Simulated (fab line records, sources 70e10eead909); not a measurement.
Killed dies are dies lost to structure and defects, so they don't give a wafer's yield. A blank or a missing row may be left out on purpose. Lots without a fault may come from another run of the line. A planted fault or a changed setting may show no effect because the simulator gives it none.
Chamber matching | flow nand_harc | NHARC_A_CONTACT_ETCH_92 on rie_diel-12: 4 sister chambers
The step etches the open film in CH3F/O2, target depth 40 nm, time 85.7 s. 30 wafers are shown with their chamber, then 12 later ones without.

WAFERS WITH THEIR CHAMBER
wafer  | chamber | showerhead_plenum_p_Torr (Torr) | drypump_motor_current_A (A) | rf_vpp_V (V)
L078.1 | 1       | 2.54                            | 6.2                         | 244.9
L078.2 | 3       | 2.57                            | 5.2                         | 246.2
L078.6 | 1       | 2.54                            | 6.2                         | 245.8
L075.2 | 3       | 2.57                            | 5.3                         | 244.5
L075.4 | 1       | 2.54                            | 6.2                         | 246.0
L075.6 | 3       | 2.57                            | 5.2                         | 246.5
L077.4 | 1       | 2.54                            | 6.2                         | 246.5
L077.5 | 1       | 2.54                            | 6.2                         | 245.4
L077.6 | 2       | 2.61                            | 6.3                         | 247.3
L081.2 | 1       | 2.54                            | 6.2                         | 243.8
L081.3 | 0       | 2.43                            | 5.3                         | 243.3
L081.5 | 2       | 2.61                            | 6.3                         | 246.7
L079.2 | 2       | 2.61                            | 6.3                         | 246.4
L079.4 | 0       | 2.43                            | 5.4                         | 243.7
L079.6 | 3       | 2.57                            | 5.3                         | 246.0
L084.1 | 2       | 2.61                            | 6.2                         | 245.4
L084.2 | 3       | 2.57                            | 5.2                         | 245.2
L084.4 | 1       | 2.54                            | 6.2                         | 244.9
L086.2 | 2       | 2.61                            | 6.3                         | 245.5
L086.4 | 0       | 2.42                            | 5.4                         | 244.1
L086.5 | 3       | 2.57                            | 5.2                         | 246.3
L085.1 | 0       | 2.42                            | 5.4                         | 244.4
L085.3 | 3       | 2.57                            | 5.3                         | 245.3
L085.5 | 2       | 2.61                            | 6.3                         | 244.9
L089.1 | 2       | 2.61                            | 6.3                         | 245.7
L089.5 | 2       | 2.61                            | 6.3                         | 244.8
L089.6 | 1       | 2.54                            | 6.2                         | 245.5
L088.3 | 1       | 2.53                            | 6.2                         | 245.3
L088.4 | 2       | 2.61                            | 6.3                         | 247.3
L088.6 | 0       | 2.42                            | 5.4                         | 244.2

SIGNATURES (means of the wafers above)
reading                  | chamber 0 | chamber 1 | chamber 2 | chamber 3 | scatter within a chamber
showerhead_plenum_p_Torr | 2.4240    | 2.5389    | 2.6100    | 2.5700    | 0.00283
drypump_motor_current_A  | 5.380     | 6.200     | 6.289     | 5.243     | 0.0362
rf_vpp_V                 | 243.940   | 245.344   | 246.000   | 245.714   | 0.787
Rule: a wafer's distance from a chamber is the root of the sum, over the readings, of the square of ((its reading less the chamber's mean) divided by the reading's scatter). The wafer belongs to the nearest chamber; if the next one is less than 2 further off, it can't be placed. The scatter: the root of (the sum of the squares of (reading less its chamber's mean) over the shown wafers, divided by (wafers less chambers)).

WAFERS WITHOUT THEIR CHAMBER
wafer  | showerhead_plenum_p_Torr (Torr) | drypump_motor_current_A (A) | rf_vpp_V (V)
L090.1 | 2.53                            | 6.2                         | 244.6
L090.2 | 2.61                            | 6.3                         | 247.0
L090.3 | 2.42                            | 5.4                         | 243.3
L092.1 | 2.53                            | 6.2                         | 245.0
L092.3 | 2.42                            | 5.4                         | 244.7
L092.4 | 2.61                            | 6.3                         | 245.7
L095.2 | 2.42                            | 5.4                         | 244.9
L095.4 | 2.56                            | 5.3                         | 246.8
L095.6 | 2.61                            | 6.3                         | 244.7
L097.1 | 2.56                            | 5.2                         | 247.1
L097.2 | 2.42                            | 5.4                         | 244.6
L097.3 | 2.53                            | 6.3                         | 243.2

WHICH CHAMBER EACH WENT THROUGH
wafer  | from the rows above | in truth
L090.1 | 1                   | 1
L090.2 | 2                   | 2
L090.3 | 0                   | 0
L092.1 | 1                   | 1
L092.3 | 0                   | 0
L092.4 | 2                   | 2
L095.2 | 0                   | 0
L095.4 | 3                   | 3
L095.6 | 2                   | 2
L097.1 | 3                   | 3
L097.2 | 0                   | 0
L097.3 | 1                   | 1
Placed correctly: 12 of 12. Can't be placed from these rows: 0. Placed wrongly: 0.
